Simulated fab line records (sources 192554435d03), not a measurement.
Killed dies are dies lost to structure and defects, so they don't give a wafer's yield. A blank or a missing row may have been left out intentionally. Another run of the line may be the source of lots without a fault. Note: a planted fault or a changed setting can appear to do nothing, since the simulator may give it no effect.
Lot-split experiment	flow n5Finfet	7 lots, 21 wafers read, on a route of 1938 steps

SPLIT DETAILS
At N5_BEOL_M9_PECVD_70 (deposits SiO2 from TEOS/O2, target thk 20 nm, time 22.7 s), the setting timeS was moved away from the recipe's 22.7 s on 6 of the 21 wafers read, by -13.7% to +8.8%. This setting was run at the recipe's value on the other wafers.

The reading comes from the split's own step.

THE READING
SiO2_of_BEOL_M9_PECVD_70.thkNm (the simulator's own value, which no gauge read), in nm, at N5_BEOL_M9_PECVD_70 (deposits SiO2 from TEOS/O2, target thk 20 nm, time 22.7 s). There is no usual value for it anywhere in the file. Here, 15 wafers ran the recipe; their average is 20.1 nm with a standard deviation of 0.36 nm.

wafer	tool, chamber at the split	timeS as run, s	against the recipe	SiO2_of_BEOL_M9_PECVD_70.thkNm, nm	against lot-mates on the recipe
L075.3	pecvd-03, 2	22.7	recipe	19.6	-
L075.4	pecvd-03, 2	22.7	recipe	20.4	-
L075.6	pecvd-03, 0	24.69	+8.8%	22	+2.0
L076.2	pecvd-02, 1	20.87	-8.1%	18.8	-1.2
L076.3	pecvd-02, 0	22.7	recipe	20	-
L076.5	pecvd-02, 0	22.7	recipe	20	-
L078.3	pecvd-03, 0	22.7	recipe	19.8	-
L078.4	pecvd-03, 2	19.59	-13.7%	17.6	-2.2
L078.6	pecvd-03, 0	19.59	-13.7%	17.4	-2.4
L081.1	pecvd-02, 2	22.7	recipe	20.6	-
L081.2	pecvd-02, 1	22.7	recipe	20.2	-
L081.5	pecvd-02, 1	22.7	recipe	21	-
L086.1	pecvd-01, 0,1	22.7	recipe	20	-
L086.4	pecvd-01, 0,1	22.7	recipe	20	-
L086.2	pecvd-01, 2	22.7	recipe	20.2	-
L087.1	pecvd-01, 0	19.97	-12.0%	17.6	-2.4
L087.3	pecvd-01, 2	19.97	-12.0%	17.4	-2.6
L087.4	pecvd-01, 2	22.7	recipe	20	-
L096.3	pecvd-01, 1	22.7	recipe	19.6	-
L096.4	pecvd-01, 0	22.7	recipe	20.2	-
L096.5	pecvd-01, 2	22.7	recipe	20.4	-
The file does not say which wafer passed through which chamber wherever a row lists several chambers: such a row stands for several wafers.

FIT RESULTS
A straight line over all 21 wafers: SiO2_of_BEOL_M9_PECVD_70.thkNm changes by +0.202 nm for each +1% of timeS; r = +0.96; the points scatter about the line by 0.34 nm.
The same after taking each lot's own level away (the mean of its wafers on the recipe; 21 wafers): +0.189 nm for each +1%; r = +0.97; scatter 0.28 nm.
That fit puts the effect of the largest move of timeS on the reading at 2.6 nm.
Measured against the standard deviation above, the lots' own levels, which go from 19.80 to 20.60 nm, span 2.3 times it.
So the lot-to-lot level changes the slope little: the two slopes agree.
Check: with one of the wafers moved furthest among these (-13.7%) left out of the fit, the line predicts -2.66 nm for it against its lot-mates. It came out at -2.2 nm against them.

ADDITIONAL SPLITS CARRIED BY THESE WAFERS
Other splits were also applied to these wafers ahead of the reading. Each is held against what the fit with the lots' levels taken away leaves over:
other split on the same wafers	wafers away from the commonest value	r with SiO2_of_BEOL_M9_PECVD_70.thkNm (lot level and that fit taken away)
N5_BEOL_M8_ETCH_61 biasW	6	+0.01

THE FILE'S OWN FIT
SiO2_of_BEOL_M9_PECVD_70.thkNm changes by +0.187 nm for each +1% of timeS, r = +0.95.
